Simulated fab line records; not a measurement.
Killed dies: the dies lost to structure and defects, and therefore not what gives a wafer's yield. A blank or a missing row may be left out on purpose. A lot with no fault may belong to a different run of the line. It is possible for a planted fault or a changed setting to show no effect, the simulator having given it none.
Which tool is to blame? -- flow nand harc -- at 1 step of a route of 1159, 24 lots with 72 wafers sampled

## WHAT EACH GAUGE READ, for each wafer
NHARC_A_ONON_D1_THK_MEAS_30: measures by ellipsometry. Usual: thk nm 1001 nm, standard deviation 8.
lot,measured,on,thk nm (nm),flag
L074,day 8 07:01,film metro-02,998 997 997,
L075,day 8 14:37,film metro-01,1004 1004 1002,
L076,day 8 14:38,film metro-02,996 998 998,
L079,day 8 20:47,film metro-01,999 999 1001,
L077,day 8 20:50,film metro-02,994 992 995,
L078,day 9 03:41,film metro-02,1016 1016 1015,
L080,day 9 12:20,film metro-02,996 995 996,
L081,day 9 22:41,film metro-02,995 997 998,
L082,day 10 09:37,film metro-02,993 994 994,
L083,day 10 09:38,film metro-01,1012 1013 1013,
L084,day 10 09:41,film metro-02,1002 999 1001,
L086,day 11 05:16,film metro-02,1001 1002 1005,
L088,day 11 05:17,film metro-01,1001 1002 1001,
L087,day 11 05:25,film metro-02,1008 1006 1008,
L085,day 11 17:39,film metro-01,1013 1013 1013,
L089,day 11 22:33,film metro-01,990 989 992,
L090,day 12 03:31,film metro-02,1003 1002 1002,
L091,day 12 03:32,film metro-01,990 990 992,
L092,day 12 18:23,film metro-02,1005 1005 1003,
L093,day 12 18:25,film metro-01,1012 1011 1012,
L094,day 13 01:59,film metro-02,1006 1006 1008,
L097,day 13 17:40,film metro-02,983 983 984,
L095,day 13 17:48,film metro-02,1003 1000 1003,
L096,day 14 04:00,film metro-02,991 994 994,

## EACH LOT AND THE TOOL THAT RAN IT (in order: tool; ch and the chambers of the sampled wafers; start)
Record: no process step prior to these readings.

## AS READ BY THE TOOLS THEMSELVES (means over the sampled wafers that have a number; for cases with no such wafer, the mark the record gives instead)
The record holds no such reading with a usual standard deviation.

## THE ANSWER, worked out from the rows above alone
Rule: a lot is off if the mean of its wafers that have a number lies more than 3 standard deviations from the usual mean. Also off: a lot with no number at a reading for which 4 or more lots have one. Where the step has rows for the other lots, those lots are counted as sound. Order of review: gauges by route order, followed by the tools' own readings, for which a lot's mean as printed above is used. The first step at which some lot is off is used, and at that step the reading that is off furthest; a lot without a number counts as furthest.
Across all readings shown, no lot is off: no conclusion can be drawn from this.

## WHAT THE SIMULATOR PUT IN
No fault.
